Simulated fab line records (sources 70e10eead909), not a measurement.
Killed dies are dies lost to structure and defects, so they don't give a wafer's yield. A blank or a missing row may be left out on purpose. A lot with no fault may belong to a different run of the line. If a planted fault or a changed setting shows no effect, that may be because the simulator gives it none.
fab line records	flow nand-harc
record lots=6	wafers=18	last-day=32
route steps=1302 shown P_M1@311 P_M2@318 END@1302
lots untouched by any fault: they come from a run of this same line in which no faults occurred
start-h: hours from the record's first day to the start of the lot's first wafer shown	wait-h: how many hours have passed since the lot's step before this one	" as in the row above	L1.1+2: several wafers, shown together as one row	- no value, or no start given	* or withheld: withheld	< > ~ a bound
route shown NAME@n: NAME is a module with steps in the file, n the number in the route of the first one	usual: average and standard deviation across the fault-free wafers	same: alike in all rows	chamber/n: place in a boat	sites: readings site by site	_std_site: standard deviation across them	_edge_site: inner sites' mean taken away from outer sites' mean	radius-mm: for every site, how far away it sits from the centre of the wafer	mask NAME#n: copy n	behind: the tool/chamber that last shaped the wafer	hold: reason for holding the lot/hours on hold/outcome of the hold	device: the n, p or np transistor that did not switch	end of line: the route-end tests of the same wafers	a step without rows: its recipe alone	killed: not the wafer's yield, but the dies lost to structure and defects at the first sort	map: per-die view of a wafer (x killed, . not killed, _ where there is no die)
set.NAME: the setting the step ran with; set.NAME@STEP: the setting that earlier step ran with	model.NAME: the simulator's own value behind a step, which no gauge read
certain route steps with their lots: each step a table, each wafer a row
services: the hour from which a tool's chamber was out of use, counted from the record's first day as start-h (under 0 if before that day), plus the number of hours and why
## steps
# step NHARC_P_M1_CMP_23
# recipe t-overpolish-s=20	target-thk-nm=157.82
# usual motor-current-A=12.6/1.9	time-to-endpoint-s=28.4/2.6
lot.wafer	tool	chamber	start-h	wait-h	motor-current-A	time-to-endpoint-s
L441.4	cmp-01	0	141.01	-	13.6	25.8
L441.1	"	1	"	"	10.0	23.3
L441.5	"	3	"	"	12.5	30.1
L449.1	cmp-03	1	219.60	-	11.5	25.0
L449.4	"	2	"	"	11.6	28.8
L449.6	"	3	"	"	11.3	29.1
L451.2	cmp-03	1	237.66	-	10.8	24.5
L451.6	"	3	"	"	11.6	28.8
L451.5	"	0	"	"	16.4	26.9
L456.4	cmp-04	3	286.63	-	11.2	28.9
L456.3	"	0	"	"	12.1	31.1
L456.5	"	0	"	"	12.3	28.6
L455.1	cmp-03	3	288.18	-	11.6	29.2
L455.3	"	1	"	"	11.0	27.1
L455.5	"	3	"	"	11.0	29.3
L459.1	cmp-03	2	324.24	-	11.6	32.0
L459.2	"	3	"	"	11.0	28.6
L459.6	"	3	"	"	11.2	30.7
# step NHARC_P_M1_THK_MEAS_24
# recipe thk-meas-gauge=xrf
# usual thk-nm=157.6/1.6
lot.wafer	tool	chamber	start-h	wait-h	thk-nm
L441.1	film-metro-02	-	141.29	-	155.1
L441.4	"	-	"	"	156.7
L441.5	"	-	"	"	157.6
L449.1	film-metro-01	-	219.86	-	158.5
L449.4	"	-	"	"	157.4
L449.6	"	-	"	"	156.6
L451.2	film-metro-02	-	237.92	-	157.3
L451.5	"	-	"	"	158.7
L451.6	"	-	"	"	158.6
L456.3	film-metro-01	-	286.94	-	160.0
L456.4	"	-	"	"	158.5
L456.5	"	-	"	"	160.1
L455.1	film-metro-02	-	288.49	-	157.8
L455.3	"	-	"	"	156.9
L455.5	"	-	"	"	157.5
L459.1	film-metro-01	-	324.56	-	156.4
L459.2	"	-	"	"	155.9
L459.6	"	-	"	"	156.0
# step NHARC_P_M1_SRD_25
# step NHARC_P_M1_INSPECT_27
# usual raw-defect-count=328/110
lot.wafer	tool	chamber	start-h	wait-h	raw-defect-count
L441.1	defect-inspect-02	-	141.45	0.0	331
L441.4	"	-	"	"	323
L441.5	"	-	"	"	408
L449.1	defect-inspect-01	-	220.02	0.0	474
L449.4	"	-	"	"	619
L449.6	"	-	"	"	403
L451.2	defect-inspect-01	-	238.08	0.0	223
L451.5	"	-	"	"	232
L451.6	"	-	"	"	685
L456.3	defect-inspect-02	-	287.10	0.0	218
L456.4	"	-	"	"	368
L456.5	"	-	"	"	189
L455.1	defect-inspect-02	-	288.65	0.0	160
L455.3	"	-	"	"	283
L455.5	"	-	"	"	273
L459.1	defect-inspect-02	-	324.72	0.0	391
L459.2	"	-	"	"	422
L459.6	"	-	"	"	406
# step NHARC_P_M1_PRE_CLEAN_32
# recipe time-s=12	temp-c=370	rf-power-w=300	gas=NH3
# usual heater-power-w=656/74
# same time-s=12
lot.wafer	tool	chamber	start-h	wait-h	heater-power-w
L441.1	pecvd-04	1	141.53	0.1	655
L441.4	"	0	"	"	712
L441.5	"	1	"	"	623
L449.1	pecvd-04	2	220.10	0.1	704
L449.4	"	1	"	"	762
L449.6	"	2	"	"	686
L451.2	pecvd-01	2	238.16	0.1	753
L451.5	"	2	"	"	743
L451.6	"	0	"	"	738
L456.3	pecvd-02	0	287.16	0.1	484
L456.4	"	0	"	"	471
L456.5	"	1	"	"	639
L455.1	pecvd-04	0	288.73	0.1	698
L455.3	"	1	"	"	760
L455.5	"	0	"	"	694
L459.2	pecvd-04	0	324.78	0.1	667
L459.1	"	1	"	"	835
L459.6	"	1	"	"	820
# step NHARC_P_M1_DEP_33
# recipe target-thk-a=300	temp-c=370	target-thk-nm=30	pressure-torr=3	flow-sccm=200	rf-w=450	material=SiCN
# usual heater-power-w=596/78
lot.wafer	tool	chamber	start-h	wait-h	heater-power-w
L441.1	pecvd-04	1	141.64	0.1	704
L441.4	"	0	"	"	608
L441.5	"	1	"	"	682
L449.1	pecvd-04	2	220.21	0.1	652
L449.4	"	1	"	"	650
L449.6	"	2	"	"	650
L451.2	pecvd-01	2	238.27	0.1	613
L451.5	"	2	"	"	599
L451.6	"	0	"	"	656
L456.3	pecvd-02	0	287.24	0.1	399
L456.4	"	0	"	"	415
L456.5	"	1	"	"	508
L455.1	pecvd-04	0	288.84	0.1	600
L455.3	"	1	"	"	763
L455.5	"	0	"	"	593
L459.2	pecvd-04	0	324.86	0.1	530
L459.1	"	1	"	"	678
L459.6	"	1	"	"	694
# step NHARC_P_M2_DEP_00
# recipe target-thk-a=1825	target-thk-nm=182.5	temp-c=withheld	pressure-torr=5	flow-sccm=200	rf-w=600	material=SiOC
# step NHARC_P_M2_DEHYDRATE_01
# recipe temp-c=150	time-s=120
# step NHARC_P_M2_HMDS_02
# recipe time-s=30
# step NHARC_P_M2_COAT_34
# recipe temp-c=200	time-s=65
# step NHARC_P_M2_COAT_03
# recipe spin-rpm=1500	resist-thk-nm=90
# step NHARC_P_M2_SOFTBAKE_04
# recipe temp-c=105	time-s=55
# usual heater-power-total-W=188.44/0.13
lot.wafer	tool	chamber	start-h	wait-h	heater-power-total-W
L441.1	litho-track-06	0	142	-	188.52
L441.4	"	0	"	"	188.34
L441.5	"	0	"	"	188.52
L449.1	litho-track-01	0	221	-	188.35
L449.4	"	0	"	"	188.46
L449.6	"	0	"	"	323.12
L451.2	litho-track-01	0	239	-	323.63
L451.5	"	0	"	"	323.02
L451.6	"	0	"	"	322.91
L456.3	litho-track-04	0	288	-	188.37
L456.4	"	0	"	"	188.45
L456.5	"	0	"	"	188.49
L455.1	litho-track-06	0	289	-	188.60
L455.3	"	0	"	"	188.33
L455.5	"	0	"	"	188.57
L459.1	litho-track-01	0	325	-	188.32
L459.2	"	0	"	"	188.33
L459.6	"	0	"	"	188.38
# step NHARC_P_M2_EBR_05
# step NHARC_END_SORT_01
# recipe temp-c=25
# usual defect-limited-yield=91.6/2.8	killed-at-array=52/18	killed-at-other=0.6/1.1	killed-at-periphery=3.7/2.4	killed-dies=57/19	killed-open=3.1/1.7	killed-short=2.5/1.7	sort_bin_2_pct=3.0/1.2	sort_bin_3_pct=0.6/0.38	sort_bin_4_pct=4.8/1.7	sort-n-pass=620/19	sort-rim-yield-pct=91/4.1	sort-yield-pct=91.6/2.8
# same gross-dies=677	sort_bin_5_pct[%]=0	sort_bin_6_pct[%]=0	sort_bin_7_pct[%]=0	sort_bin_8_pct[%]=0	sort-rim-n-gross=106.00
lot.wafer	tool	chamber	start-h	wait-h	defect-limited-yield[%]	killed-at-array	killed-at-other	killed-at-periphery	killed-dies	killed-open	killed-short	sort_bin_2_pct[%]	sort_bin_3_pct[%]	sort_bin_4_pct[%]	sort-n-pass	sort-rim-yield-pct[%]	sort-yield-pct[%]
L441.1	prober-01	0	568.52	2.5	90.7	59	0	4	63	4	4	3.5	0.7	5.0	614	85	90.7
L441.4	prober-01	0	570.92	3.4	89.8	64	0	5	69	4	3	2.5	0.7	6.9	608	83	89.8
L441.5	prober-01	0	571.72	3.7	90.1	67	0	0	67	1	2	4.1	0.9	4.9	610	90	90.1
L449.1	prober-02	0	646.25	2.5	95.1	33	0	0	33	2	0	1.8	0.7	2.4	644	99	95.1
L449.4	prober-02	0	648.63	3.4	94.7	33	0	3	36	5	0	1.3	0.3	3.7	641	94	94.7
L449.6	prober-02	0	650.22	4.0	94.4	34	1	3	38	2	2	1.3	0.4	3.8	639	98	94.4
L451.2	prober-01	0	686.77	2.8	94.4	33	3	2	38	3	2	2.5	0.4	2.7	639	90	94.4
L451.5	prober-01	0	689.18	3.7	93.5	39	1	4	44	4	1	2.5	0.4	3.5	633	87	93.5
L451.6	prober-01	0	689.98	4.0	92.6	46	1	3	50	5	1	3.0	0.3	4.1	627	90	92.6
L459.1	prober-01	0	763.24	2.5	88.9	70	0	5	75	6	4	4.7	0.7	5.6	602	90	88.9
L459.2	prober-01	0	764.03	2.8	87.7	83	0	0	83	1	3	4.3	0.7	7.2	594	88	87.7
L459.6	prober-01	0	767.23	4.0	88.0	78	0	3	81	4	3	5.0	0.3	6.6	596	92	88.0
# killed by level:class
L441.1 A_SLIT:chamber-film-flake=24 A_CHANNEL_HOLE_D2:chamber-film-flake=18 A_STAIRCASE:chamber-film-flake=6 A_CONTACT:chamber-film-flake=3 A_CHANNEL_HOLE_D1:geometric-particle:short=2 A_CHANNEL_FILL_D2:chamber-film-flake=2 P_CONTACT:geometric-particle:open=1 P_M0:geometric-particle:open=1
L441.4 A_SLIT:chamber-film-flake=25 A_CHANNEL_HOLE_D2:chamber-film-flake=19 A_STAIRCASE:chamber-film-flake=7 A_ZERO_WELL:chamber-film-flake=3 P_ZERO_WELL:chamber-film-flake=2 A_WL_FILL:chamber-film-flake=2 P_GATE:geometric-particle:open=1 P_M1:geometric-particle:open=1
L441.5 A_CHANNEL_HOLE_D2:chamber-film-flake=26 A_SLIT:chamber-film-flake=21 A_STAIRCASE:chamber-film-flake=10 A_SGD_CUT:geometric-particle:short=2 A_CONTACT:chamber-film-flake=2 A_CHANNEL_FILL_D2:chamber-film-flake=2 A_WL_FILL:chamber-film-flake=2 A_CONTACT:geometric-particle:open=1
L449.1 A_CHANNEL_HOLE_D2:chamber-film-flake=17 A_CONTACT:chamber-film-flake=6 A_CHANNEL_HOLE_D1:chamber-film-flake=4 A_DECK1_JOINT:chamber-film-flake=2 A_ONON_D1:geometric-particle:open=1 A_CHANNEL_FILL_D2:geometric-particle:open=1 A_CHANNEL_FILL_D1:chamber-film-flake=1 A_WL_FILL:chamber-film-flake=1
L449.4 A_CHANNEL_HOLE_D2:chamber-film-flake=15 A_CHANNEL_HOLE_D1:chamber-film-flake=8 A_CONTACT:chamber-film-flake=3 A_CHANNEL_FILL_D1:chamber-film-flake=2 P_M0:geometric-particle:open=1 P_M2:geometric-particle:open=1 A_CHANNEL_FILL_D1:geometric-particle:open=1 A_CHANNEL_FILL_D2:geometric-particle:open=1
L449.6 A_CHANNEL_HOLE_D2:chamber-film-flake=19 A_CONTACT:chamber-film-flake=7 P_ZERO_WELL:chamber-film-flake=3 A_CHANNEL_HOLE_D1:chamber-film-flake=2 A_ONON_D1:geometric-particle:short=1 A_CHANNEL_FILL_D2:geometric-particle:open=1 A_CONTACT:geometric-particle:open=1 A_CONTACT:geometric-particle:short=1
L451.2 A_CHANNEL_HOLE_D1:chamber-film-flake=22 A_M0:chamber-film-flake=3 THIN_TSV:chamber-film-flake=3 P_CONTACT:geometric-particle:open=1 A_ONON_D1:geometric-particle:short=1 A_CHANNEL_FILL_D1:geometric-particle:open=1 A_WL_FILL:geometric-particle:short=1 A_M0:geometric-particle:open=1
L451.5 A_CHANNEL_HOLE_D1:chamber-film-flake=24 A_M0:chamber-film-flake=6 P_GATE:chamber-film-flake=3 A_DECK1_JOINT:chamber-film-flake=2 P_M0:geometric-particle:open=1 A_ONON_D1:geometric-particle:open=1 A_CHANNEL_FILL_D1:geometric-particle:open=1 A_ONON_D2:geometric-particle:short=1
L451.6 A_CHANNEL_HOLE_D1:chamber-film-flake=31 A_CHANNEL_FILL_D2:geometric-particle:open=3 A_M0:chamber-film-flake=3 A_DECK1_JOINT:chamber-film-flake=2 P_CONTACT:geometric-particle:open=1 A_WL_FILL:geometric-particle:short=1 A_CONTACT:geometric-particle:open=1 P_ZERO_WELL:chamber-film-flake=1
L459.1 A_SLIT:chamber-film-flake=29 A_CHANNEL_HOLE_D2:chamber-film-flake=15 A_CHANNEL_HOLE_D1:chamber-film-flake=8 A_CONTACT:chamber-film-flake=7 P_CONTACT:geometric-particle:open=2 P_GATE:chamber-film-flake=2 A_M1:chamber-film-flake=2 P_GATE:geometric-particle:open=1
L459.2 A_CHANNEL_HOLE_D2:chamber-film-flake=29 A_SLIT:chamber-film-flake=29 A_CHANNEL_HOLE_D1:chamber-film-flake=7 A_M1:chamber-film-flake=6 A_CONTACT:chamber-film-flake=5 A_STAIRCASE:chamber-film-flake=2 A_ONON_D2:geometric-particle:short=1 A_CHANNEL_FILL_D2:geometric-particle:short=1
L459.6 A_CHANNEL_HOLE_D2:chamber-film-flake=21 A_SLIT:chamber-film-flake=20 A_CHANNEL_HOLE_D1:chamber-film-flake=17 A_CONTACT:chamber-film-flake=8 A_M1:chamber-film-flake=4 A_STAIRCASE:chamber-film-flake=2 P_GATE:geometric-particle:short=1 P_M2:geometric-particle:open=1
## services
tool	chamber	start-h	hours	kind
cmp-01	-	128.11	1.0	repair
pecvd-01	-	130.25	13.0	pm
pecvd-02	1	143.01	19.2	repair
litho-track-01	-	155.00	7.0	pm
cmp-03	-	162.00	4.0	pm
litho-track-06	-	179.00	7.0	pm
cmp-04	-	183.35	1.2	repair
cmp-01	-	188.51	4.0	pm
cmp-04	-	194.54	0.3	repair
litho-track-04	-	203.00	7.0	pm
cmp-04	-	209.00	4.0	pm
pecvd-02	-	227.00	13.0	pm
cmp-03	-	260.00	4.0	pm
pecvd-04	-	269.00	13.0	pm
pecvd-04	0	269.00	13.0	vent-cycle
pecvd-04	1	269.00	13.0	vent-cycle
pecvd-04	2	269.00	13.0	vent-cycle
pecvd-02	2	269.54	8.8	repair
pecvd-04	0	282.00	-	clean
pecvd-04	1	282.00	-	clean
cmp-01	-	286.51	4.0	pm
cmp-04	-	307.00	4.0	pm
pecvd-01	-	311.25	13.0	pm
pecvd-04	2	318.15	5.7	repair
## key
first-sign step=NHARC_P_M2_SOFTBAKE_04	reading=heater-power-total-W	direction=up	sigmas=99+	usual=*	struck=*
effect none on later readings
met-at NHARC_P_M2_SOFTBAKE_04
struck-wafers L449.6,L451.2,L451.5,L451.6
fault kind=process-parameter-drift	tool=litho-track-01	chamber=-	onset-h=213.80	steps=NHARC_P_M2_SOFTBAKE_04	channel=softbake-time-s	offset=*	shape=step	end-h=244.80	scope=struck-wafers-only	acts-in=*	stated=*
